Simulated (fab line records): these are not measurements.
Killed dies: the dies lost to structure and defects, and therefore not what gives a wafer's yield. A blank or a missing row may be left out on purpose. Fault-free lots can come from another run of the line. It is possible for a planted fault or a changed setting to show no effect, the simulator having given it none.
fab line records || flow n5Finfet
record {"lots": 4, "wafers": 12, "lastDay": 18}
route steps=1938 shown BEOL_M7@1325 BEOL_M8@1332
lots that met no fault: from a run of the same line without faults
startH: hours from the record's first day to the start of the lot's first wafer shown || waitH: hours elapsed since this lot's preceding step || " identical to the entry in the row above || L1.1+2: several wafers, shown together as one row || - no value, or no start was given || * or withheld: withheld || < > ~ a bound
route shown NAME@n: NAME is a module with steps in the file, n the number in the route of the first one || usual: average and standard deviation across the fault-free wafers || same: alike in all rows || chamber/n: place in a boat || sites: per-site readings || _std_site: the standard deviation of these || _edge_site: outer sites' mean less inner sites' || radiusMm: for every site, how far away it sits from the centre of the wafer || mask NAME#n: copy n || behind: the most recent tool/chamber to have shaped the wafer || hold: why the lot went on hold/how many hours it stayed there/how the hold came to an end || device: whichever transistor did not switch (one of n, p or np) || end of line: tests of these same wafers at the route's end || a step with no rows: only its recipe || killed: not the wafer's yield, but the dies lost to structure and defects at the first sort || map: a wafer's dies, x killed, . not, _ none there
set.NAME: the setting as run; set.NAME@STEP: as run at that earlier step || model.NAME: the simulator's own value behind a step, which no gauge read
lots at selected steps of the route; one table per step, one row per wafer
services: a tool's chamber out of use, with start hour (startH, from the record's first day; less than 0 if before it), hours out, and reason
## steps
# step N5_BEOL_M7_ANNEAL_51
# recipe {"tempC": 225, "timeS": 90, "ambient": "N2"}
# step N5_BEOL_M7_CMP_52
# recipe {"stopOn": "SiCOH_lowk", "tOverpolishS": 6.9, "downForcePsi": 1, "platenRpm": 50, "clearingPlatenDownForcePsi": 1.5, "clearingPlatenRpm": 50, "postCmpClean": "cuAlkaline", "targetThkNm": 80, "clearingPlatenPadVelocityMS": 0.99484, "padVelocityMS": 0.99484}
# step N5_BEOL_M7_PRE_CLEAN_55
# recipe {"gas": "NH3", "timeS": 15, "tempC": "withheld", "rfPowerW": 300}
# step N5_BEOL_M7_DEP_56
# recipe {"material": "SiCN", "targetThkA": 100, "tempC": "withheld", "precursor": "3MS/NH3", "pressureTorr": 3, "rfW": 202, "timeS": 17.5}
# step N5_BEOL_M8_ILD_DEP_00
# recipe {"material": "SiCOH_lowk", "targetThkA": 1797.5, "tempC": 300, "precursor": "DEMS/porogen", "pressureTorr": 5, "rfW": 500, "timeS": 33.4}
# step N5_BEOL_M8_CURE_74
# recipe {"tempC": 385, "timeS": 240, "ambient": "He/Ar", "material": "SiCOH_lowk"}
# step N5_BEOL_M8_PECVD_70
# recipe {"material": "SiO2", "targetThkA": 200, "tempC": 400, "precursor": "TEOS/O2", "pressureTorr": 5.5, "rfW": 450, "teosFlowSccm": 53.8, "gas": "O2", "flowSccm": 3000, "timeS": 22.7}
# step N5_BEOL_M8_HM_DEP_02
# recipe {"material": "TiN", "targetThkA": 200, "tempC": 25, "chamberPressurePa": 0.49996}
# step N5_BEOL_M8_COAT_59
# recipe {"resist": "SOC", "tempC": 250, "timeS": 60, "spinRpm": 1500, "resistThkNm": 100}
# usual {"spinSpeedRpm": "1499.9/1.2"}
# same {"timeS": 60}
{"lot.wafer": "L710.2", "tool": "lithoTrack-02", "chamber": 0, "startH": 245.28, "waitH": 0.1, "spinSpeedRpm": 1497.8, "model.SOC_of_BEOL_M8_COAT_59.thkNm": 100}
{"lot.wafer": "L710.3", "tool": "lithoTrack-02", "chamber": 0, "startH": 245.28, "waitH": 0.1, "spinSpeedRpm": 1501.5, "model.SOC_of_BEOL_M8_COAT_59.thkNm": 100}
{"lot.wafer": "L710.4", "tool": "lithoTrack-02", "chamber": 0, "startH": 245.28, "waitH": 0.1, "spinSpeedRpm": 1497.6, "model.SOC_of_BEOL_M8_COAT_59.thkNm": 100}
{"lot.wafer": "L716.2", "tool": "lithoTrack-02", "chamber": 0, "startH": 289.36, "waitH": 0.1, "spinSpeedRpm": 1729.4, "model.SOC_of_BEOL_M8_COAT_59.thkNm": 93.6}
{"lot.wafer": "L716.4", "tool": "lithoTrack-02", "chamber": 0, "startH": 289.36, "waitH": 0.1, "spinSpeedRpm": 1727.4, "model.SOC_of_BEOL_M8_COAT_59.thkNm": 93.2}
{"lot.wafer": "L716.6", "tool": "lithoTrack-02", "chamber": 0, "startH": 289.36, "waitH": 0.1, "spinSpeedRpm": 1727.7, "model.SOC_of_BEOL_M8_COAT_59.thkNm": 93.6}
{"lot.wafer": "L718.1", "tool": "lithoTrack-02", "chamber": 0, "startH": 303.10, "waitH": 0.1, "spinSpeedRpm": 1727.5, "model.SOC_of_BEOL_M8_COAT_59.thkNm": 93.4}
{"lot.wafer": "L718.5", "tool": "lithoTrack-02", "chamber": 0, "startH": 303.10, "waitH": 0.1, "spinSpeedRpm": 1729.0, "model.SOC_of_BEOL_M8_COAT_59.thkNm": 93.4}
{"lot.wafer": "L718.6", "tool": "lithoTrack-02", "chamber": 0, "startH": 303.10, "waitH": 0.1, "spinSpeedRpm": 1727.7, "model.SOC_of_BEOL_M8_COAT_59.thkNm": 93.4}
{"lot.wafer": "L724.2", "tool": "lithoTrack-01", "chamber": 0, "startH": 341.17, "waitH": 0.1, "spinSpeedRpm": 1501.0, "model.SOC_of_BEOL_M8_COAT_59.thkNm": 99.8}
{"lot.wafer": "L724.4", "tool": "lithoTrack-01", "chamber": 0, "startH": 341.17, "waitH": 0.1, "spinSpeedRpm": 1501.9, "model.SOC_of_BEOL_M8_COAT_59.thkNm": 100}
{"lot.wafer": "L724.6", "tool": "lithoTrack-01", "chamber": 0, "startH": 341.17, "waitH": 0.1, "spinSpeedRpm": 1500.0, "model.SOC_of_BEOL_M8_COAT_59.thkNm": 99.8}
# step N5_BEOL_M8_COAT_60
# recipe {"resist": "SiARC", "tempC": 220, "timeS": 60, "spinRpm": 1500, "resistThkNm": 35}
# step N5_BEOL_M8_COAT_05
# recipe {"resist": "CAR-ArF", "spinRpm": 1500, "resistThkNm": 90}
# step N5_BEOL_M8_EBR_07
# recipe {"solvent": "PGMEA", "ebrWidthMm": 1.5}
# step N5_BEOL_M8_SOFTBAKE_06
# recipe {"tempC": 110, "timeS": 60, "resist": "CAR-ArF"}
# step N5_BEOL_M8_EXPOSE_08
# recipe {"maskId": "M8", "na": 1.35, "sourceShape": "dipole", "sigmaInner": 0.817, "sigmaOuter": 0.97, "polarization": "te", "doseMj": 68.25}
# step N5_BEOL_M8_PEB_09
# recipe {"pebTempC": "withheld", "pebTimeS": 60, "resist": "CAR-ArF"}
# step N5_BEOL_M8_DEVELOP_10
# recipe {"developTimeS": 30, "developer": "TMAH", "resist": "CAR-ArF", "rinseLiquid": "diw", "dry": "airSpin", "devTempC": 23}
# step N5_BEOL_M8_DESCUM_16
# recipe {"chemistry": "O2", "timeS": 7.9, "sourcePowerW": 50, "biasPowerW": 20, "pressureMtorr": 20, "rfFrequencyHz": 2.712e+07, "tempC": 40, "resist": "CAR-ArF", "o2FlowSccm": 225}
# step N5_BEOL_M8_ETCH_61
# recipe {"chemistry": "CF4", "target": "SiARC", "targetDepthA": 455, "maskMaterial": "CAR-ArF", "timeS": 75.8, "ionEnergyEv": 80, "pressureMtorr": 40, "sourceW": 545, "biasW": 36, "Ar_flow_sccm": 100, "cf4FlowSccm": 100, "ends": "cleared"}
# step N5_BEOL_M8_ETCH_62
# recipe {"chemistry": "N2/H2", "target": "SOC", "targetDepthA": 1100, "overetchA": 220, "maskMaterial": "SiARC", "tempC": 40, "timeS": 165, "ionEnergyEv": 200, "pressureMtorr": 30, "sourceW": 840, "biasW": 150, "n2FlowSccm": 200, "h2FlowSccm": 200}
# usual {"drypumpMotorCurrentA": "6.0/0.39", "oesProductAu": "0.70/0.072", "rfVppV": "523.8/2.1", "showerheadPlenumPTorr": "2.54/0.074", "throttleValvePct": "17.83/0.25"}
# same {"timeS": 165}
{"lot.wafer": "L710.2", "tool": "rieDiel-04", "chamber": 2, "startH": 246.10, "waitH": 0.0, "drypumpMotorCurrentA": 5.3, "oesProductAu": 0.76, "rfHoursCounterH": 27, "rfVppV": 523.3, "showerheadPlenumPTorr": 2.48, "throttleValvePct": 17.40, "model.etch.depthNm": 100.1}
{"lot.wafer": "L710.3", "tool": "rieDiel-04", "chamber": 0, "startH": 246.10, "waitH": 0.0, "drypumpMotorCurrentA": 5.4, "oesProductAu": 0.78, "rfHoursCounterH": 21, "rfVppV": 526.7, "showerheadPlenumPTorr": 2.61, "throttleValvePct": 17.55, "model.etch.depthNm": 99.92}
{"lot.wafer": "L710.4", "tool": "rieDiel-04", "chamber": 1, "startH": 246.10, "waitH": 0.0, "drypumpMotorCurrentA": 6.0, "oesProductAu": 0.58, "rfHoursCounterH": 216, "rfVppV": 522.8, "showerheadPlenumPTorr": 2.53, "throttleValvePct": 17.94, "model.etch.depthNm": 99.93}
{"lot.wafer": "L716.2", "tool": "rieDiel-05", "chamber": 1, "startH": 289.88, "waitH": 0.0, "drypumpMotorCurrentA": 6.2, "oesProductAu": 0.70, "rfHoursCounterH": 31, "rfVppV": 521.9, "showerheadPlenumPTorr": 2.49, "throttleValvePct": 17.80, "model.etch.depthNm": 93.61}
{"lot.wafer": "L716.4", "tool": "rieDiel-05", "chamber": 0, "startH": 289.88, "waitH": 0.0, "drypumpMotorCurrentA": 6.0, "oesProductAu": 0.65, "rfHoursCounterH": 111, "rfVppV": 520.5, "showerheadPlenumPTorr": 2.46, "throttleValvePct": 17.73, "model.etch.depthNm": 93.28}
{"lot.wafer": "L716.6", "tool": "rieDiel-05", "chamber": 1, "startH": 289.88, "waitH": 0.0, "drypumpMotorCurrentA": 6.2, "oesProductAu": 0.70, "rfHoursCounterH": "-", "rfVppV": 522.5, "showerheadPlenumPTorr": 2.49, "throttleValvePct": 17.80, "model.etch.depthNm": 93.51}
{"lot.wafer": "L718.1", "tool": "rieDiel-03", "chamber": 0, "startH": 303.82, "waitH": 0.0, "drypumpMotorCurrentA": 5.7, "oesProductAu": 0.65, "rfHoursCounterH": 117, "rfVppV": 524.1, "showerheadPlenumPTorr": 2.56, "throttleValvePct": 18.15, "model.etch.depthNm": 93.36}
{"lot.wafer": "L718.5", "tool": "rieDiel-03", "chamber": 2, "startH": 303.82, "waitH": 0.0, "drypumpMotorCurrentA": 5.5, "oesProductAu": 0.76, "rfHoursCounterH": "-", "rfVppV": 526.4, "showerheadPlenumPTorr": 2.60, "throttleValvePct": 18.05, "model.etch.depthNm": 93.31}
{"lot.wafer": "L718.6", "tool": "rieDiel-03", "chamber": 1, "startH": 303.82, "waitH": 0.0, "drypumpMotorCurrentA": 6.5, "oesProductAu": 0.68, "rfHoursCounterH": "-", "rfVppV": 521.5, "showerheadPlenumPTorr": 2.48, "throttleValvePct": 18.01, "model.etch.depthNm": 93.34}
{"lot.wafer": "L724.2", "tool": "rieDiel-03", "chamber": 2, "startH": 341.86, "waitH": 0.0, "drypumpMotorCurrentA": 5.5, "oesProductAu": 0.76, "rfHoursCounterH": 24, "rfVppV": 524.8, "showerheadPlenumPTorr": 2.60, "throttleValvePct": 18.08, "model.etch.depthNm": 99.83}
{"lot.wafer": "L724.4", "tool": "rieDiel-03", "chamber": 0, "startH": 341.86, "waitH": 0.0, "drypumpMotorCurrentA": 5.8, "oesProductAu": 0.66, "rfHoursCounterH": 134, "rfVppV": 525.0, "showerheadPlenumPTorr": 2.55, "throttleValvePct": 18.18, "model.etch.depthNm": 99.95}
{"lot.wafer": "L724.6", "tool": "rieDiel-03", "chamber": 2, "startH": 341.86, "waitH": 0.0, "drypumpMotorCurrentA": 5.5, "oesProductAu": 0.77, "rfHoursCounterH": "-", "rfVppV": 524.1, "showerheadPlenumPTorr": 2.60, "throttleValvePct": 18.09, "model.etch.depthNm": 99.74}
# step N5_BEOL_M8_STRIP_68
# recipe {"chemistry": "N2/H2", "tempC": 40, "n2FlowSccm": 200, "h2FlowSccm": 200, "rfFrequencyHz": 6e+07}
# step N5_BEOL_M8_STRIP_67
# recipe {"chemistry": "CF4", "resist": "SiARC", "powerW": 300, "biasPowerW": 75, "pressureMtorr": 50, "cf4FlowSccm": 150, "rfFrequencyHz": 6e+07}
# step N5_BEOL_M8_HM_OPEN_17
# recipe {"chemistry": "Cl2/BCl3", "targetDepthA": 200, "overetchA": 60, "target": "TiN", "maskMaterial": "SOC", "ionEnergyEv": 150, "pressureMtorr": 10, "icpW": 1000, "biasW": 126, "Cl2_flow_sccm": 53.25, "bcl3FlowSccm": 21.75, "Ar_flow_sccm": 25}
# usual {"drypumpMotorCurrentA": "5.6/0.45", "mfcCl2Sccm": "53.26/0.15", "oesProductAu": "0.68/0.062", "throttleValvePct": "22.23/0.23"}
{"lot.wafer": "L710.2", "tool": "rieMetal-03", "chamber": 0, "startH": 246.29, "waitH": 0.0, "drypumpMotorCurrentA": 5.5, "mfcCl2Sccm": 53.30, "oesProductAu": 0.63, "rfHoursCounterH": 58, "throttleValvePct": 22.33, "model.SOC_of_BEOL_M8_COAT_59.thkNm": 92}
{"lot.wafer": "L710.3", "tool": "rieMetal-03", "chamber": 0, "startH": 246.29, "waitH": 0.0, "drypumpMotorCurrentA": 5.5, "mfcCl2Sccm": 53.25, "oesProductAu": 0.63, "rfHoursCounterH": "-", "throttleValvePct": 22.32, "model.SOC_of_BEOL_M8_COAT_59.thkNm": 91.8}
{"lot.wafer": "L710.4", "tool": "rieMetal-03", "chamber": 1, "startH": 246.29, "waitH": 0.0, "drypumpMotorCurrentA": 6.0, "mfcCl2Sccm": 53.46, "oesProductAu": 0.69, "rfHoursCounterH": "-", "throttleValvePct": 22.49, "model.SOC_of_BEOL_M8_COAT_59.thkNm": 91.8}
{"lot.wafer": "L716.2", "tool": "rieMetal-02", "chamber": 0, "startH": 290.06, "waitH": 0.0, "drypumpMotorCurrentA": 5.1, "mfcCl2Sccm": 53.04, "oesProductAu": 0.70, "rfHoursCounterH": 26, "throttleValvePct": 21.98, "model.SOC_of_BEOL_M8_COAT_59.thkNm": 85.8}
{"lot.wafer": "L716.4", "tool": "rieMetal-02", "chamber": 1, "startH": 290.06, "waitH": 0.0, "drypumpMotorCurrentA": 6.3, "mfcCl2Sccm": 53.07, "oesProductAu": 0.69, "rfHoursCounterH": "-", "throttleValvePct": 21.96, "model.SOC_of_BEOL_M8_COAT_59.thkNm": 85.4}
{"lot.wafer": "L716.6", "tool": "rieMetal-02", "chamber": 0, "startH": 290.06, "waitH": 0.0, "drypumpMotorCurrentA": 5.2, "mfcCl2Sccm": 53.33, "oesProductAu": 0.70, "rfHoursCounterH": "-", "throttleValvePct": 21.97, "model.SOC_of_BEOL_M8_COAT_59.thkNm": 85.6}
{"lot.wafer": "L718.1", "tool": "rieMetal-01", "chamber": 0, "startH": 304.01, "waitH": 0.0, "drypumpMotorCurrentA": 5.1, "mfcCl2Sccm": 53.31, "oesProductAu": 0.76, "rfHoursCounterH": 11, "throttleValvePct": 22.44, "model.SOC_of_BEOL_M8_COAT_59.thkNm": 85.4}
{"lot.wafer": "L718.5", "tool": "rieMetal-01", "chamber": 0, "startH": 304.01, "waitH": 0.0, "drypumpMotorCurrentA": 5.2, "mfcCl2Sccm": 53.13, "oesProductAu": 0.75, "rfHoursCounterH": "-", "throttleValvePct": 22.46, "model.SOC_of_BEOL_M8_COAT_59.thkNm": 85.6}
{"lot.wafer": "L718.6", "tool": "rieMetal-01", "chamber": 1, "startH": 304.01, "waitH": 0.0, "drypumpMotorCurrentA": 5.7, "mfcCl2Sccm": 53.32, "oesProductAu": 0.57, "rfHoursCounterH": "-", "throttleValvePct": 22.40, "model.SOC_of_BEOL_M8_COAT_59.thkNm": 85.4}
{"lot.wafer": "L724.2", "tool": "rieMetal-02", "chamber": 1, "startH": 342.05, "waitH": 0.0, "drypumpMotorCurrentA": 6.3, "mfcCl2Sccm": 53.22, "oesProductAu": 0.67, "rfHoursCounterH": 36, "throttleValvePct": 21.97, "model.SOC_of_BEOL_M8_COAT_59.thkNm": 92}
{"lot.wafer": "L724.4", "tool": "rieMetal-02", "chamber": 0, "startH": 342.05, "waitH": 0.0, "drypumpMotorCurrentA": 5.2, "mfcCl2Sccm": 53.08, "oesProductAu": 0.69, "rfHoursCounterH": "-", "throttleValvePct": 21.99, "model.SOC_of_BEOL_M8_COAT_59.thkNm": 92}
{"lot.wafer": "L724.6", "tool": "rieMetal-02", "chamber": 0, "startH": 342.05, "waitH": 0.0, "drypumpMotorCurrentA": 5.2, "mfcCl2Sccm": 53.05, "oesProductAu": 0.69, "rfHoursCounterH": "-", "throttleValvePct": 21.96, "model.SOC_of_BEOL_M8_COAT_59.thkNm": 91.8}
# step N5_BEOL_M8_STRIP_19
# recipe {"chemistry": "O2", "powerW": 400, "tempC": 40, "pressureMtorr": 30, "rfFrequencyHz": 6e+07, "biasPowerW": 0, "overashFraction": 0.2, "o2FlowSccm": 225}
## services
{"tool": "rieMetal-02", "chamber": 0, "startH": 223.35, "hours": 4.1, "kind": "repair"}
{"tool": "rieMetal-03", "chamber": 0, "startH": 224.56, "hours": 9.9, "kind": "repair"}
{"tool": "rieDiel-03", "chamber": 2, "startH": 245.19, "hours": "-", "kind": "clean"}
{"tool": "rieDiel-03", "chamber": 2, "startH": 245.19, "hours": "-", "kind": "consumableReplace:focusRing"}
{"tool": "rieDiel-03", "chamber": 2, "startH": 245.19, "hours": 22.5, "kind": "scheduledDown"}
{"tool": "rieDiel-03", "chamber": 2, "startH": 245.19, "hours": 22.5, "kind": "ventCycle"}
{"tool": "rieMetal-02", "chamber": 0, "startH": 258.04, "hours": 13.5, "kind": "repair"}
{"tool": "rieMetal-01", "chamber": 0, "startH": 262.30, "hours": 15.0, "kind": "repair"}
{"tool": "lithoTrack-01", "chamber": "-", "startH": 262.92, "hours": "-", "kind": "consumableReplace:filter"}
{"tool": "rieMetal-02", "chamber": 1, "startH": 266.37, "hours": 16.0, "kind": "repair"}
{"tool": "rieMetal-03", "chamber": "-", "startH": 271.82, "hours": 0.6, "kind": "repair"}
{"tool": "rieDiel-03", "chamber": 2, "startH": 282.26, "hours": 6.2, "kind": "repair"}
{"tool": "rieMetal-02", "chamber": "-", "startH": 290.29, "hours": 1.9, "kind": "repair"}
{"tool": "rieDiel-05", "chamber": 3, "startH": 297.86, "hours": "-", "kind": "clean"}
{"tool": "rieDiel-05", "chamber": 3, "startH": 297.86, "hours": "-", "kind": "consumableReplace:focusRing"}
{"tool": "rieDiel-05", "chamber": 3, "startH": 297.86, "hours": 17.7, "kind": "scheduledDown"}
{"tool": "rieDiel-05", "chamber": 3, "startH": 297.86, "hours": 17.7, "kind": "ventCycle"}
{"tool": "rieDiel-04", "chamber": 1, "startH": 301.83, "hours": 9.3, "kind": "repair"}
{"tool": "rieDiel-05", "chamber": 0, "startH": 311.43, "hours": 10.0, "kind": "repair"}
{"tool": "rieDiel-05", "chamber": 1, "startH": 312.06, "hours": 1.9, "kind": "repair"}
## key
firstSign {"step": "N5_BEOL_M8_COAT_59", "reading": "spinSpeedRpm", "direction": "up", "sigmas": "99+", "usual": "*", "struck": "*"}
effect none on later readings
modelEffect {"step": "N5_BEOL_M8_COAT_59", "value": "SOC_of_BEOL_M8_COAT_59.thkNm", "without": 100.3, "struck": 93.43}
modelEffect {"step": "N5_BEOL_M8_ETCH_62", "value": "etch.depthNm", "without": 100.3, "struck": 93.4}
modelEffect {"step": "N5_BEOL_M8_HM_OPEN_17", "value": "SOC_of_BEOL_M8_COAT_59.thkNm", "without": 92.47, "struck": 85.53}
metAt N5_BEOL_M8_COAT_59
struckWafers L716.2,L716.4,L716.6,L718.1,L718.5,L718.6
onsetBetween 245.28 289.36
fault {"kind": "processParameterDrift", "tool": "lithoTrack-02", "chamber": "-", "onsetH": 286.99, "steps": "N5_BEOL_M8_COAT_59", "channel": "spinRpm", "offset": "*", "shape": "step", "endH": 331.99, "actsIn": "*", "stated": "*"}
